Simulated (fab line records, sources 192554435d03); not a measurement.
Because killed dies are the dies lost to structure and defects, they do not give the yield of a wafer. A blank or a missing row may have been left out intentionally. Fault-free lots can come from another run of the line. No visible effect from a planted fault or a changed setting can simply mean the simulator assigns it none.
Chamber matching + flow n5 finfet + N5_MOL_CONTACT_COAG_ETCH_106 on rie diel-04: 4 sister chambers
The step etches SOC in N2/H2, target depth 80 nm, overetch 16 nm, time 120 s. 8 wafers are shown with their chamber, then 7 later ones without.

EACH WAFER AND ITS CHAMBER
| wafer  | chamber | showerhead plenum p Torr (Torr) | throttle valve pct (%) |
|--------|---------|---------------------------------|------------------------|
| L075.3 | 3       | 2.46                            | 18.06                  |
| L080.1 | 0       | 2.72                            | 17.85                  |
| L080.2 | 2       | 2.67                            | 17.45                  |
| L083.1 | 1       | 2.48                            | 17.69                  |
| L083.2 | 0       | 2.72                            | 17.87                  |
| L083.5 | 2       | 2.67                            | 17.47                  |
| L086.1 | 1       | 2.48                            | 17.72                  |
| L086.4 | 3       | 2.45                            | 18.08                  |

WAFERS WHOSE CHAMBER IS MISSING
| wafer  | showerhead plenum p Torr (Torr) | throttle valve pct (%) |
|--------|---------------------------------|------------------------|
| L086.5 | 2.45                            | 18.08                  |
| L087.1 | 2.45                            | 18.08                  |
| L087.4 | 2.48                            | 17.72                  |
| L087.5 | 2.48                            | 17.70                  |
| L088.1 | 2.66                            | 17.48                  |
| L088.3 | 2.48                            | 17.73                  |
| L088.6 | 2.48                            | 17.71                  |

WHICH CHAMBER EACH WENT THROUGH
| wafer  | from the rows above | in truth |
|--------|---------------------|----------|
| L086.5 | 3                   | 3        |
| L087.1 | 3                   | 3        |
| L087.4 | 1                   | 1        |
| L087.5 | 1                   | 1        |
| L088.1 | 2                   | 2        |
| L088.3 | 1                   | 1        |
| L088.6 | 1                   | 1        |
Correctly placed: 7 of 7. Not placeable from these rows: 0. Wrongly placed: 0.
How it was worked out, from the rows above alone: a wafer's distance from a chamber is the root of the sum, over the readings, of the square of ((its reading less the chamber's mean) divided by the reading's scatter). If the next closest chamber is less than 2 further off than the closest, the wafer can't be placed; otherwise it belongs to the closest. The mean given for a chamber averages the wafers shown for that chamber. How the scatter is found: for the shown wafers, subtract from each reading the mean of its chamber, square and add these, divide the total by (wafers less chambers), then take the root.
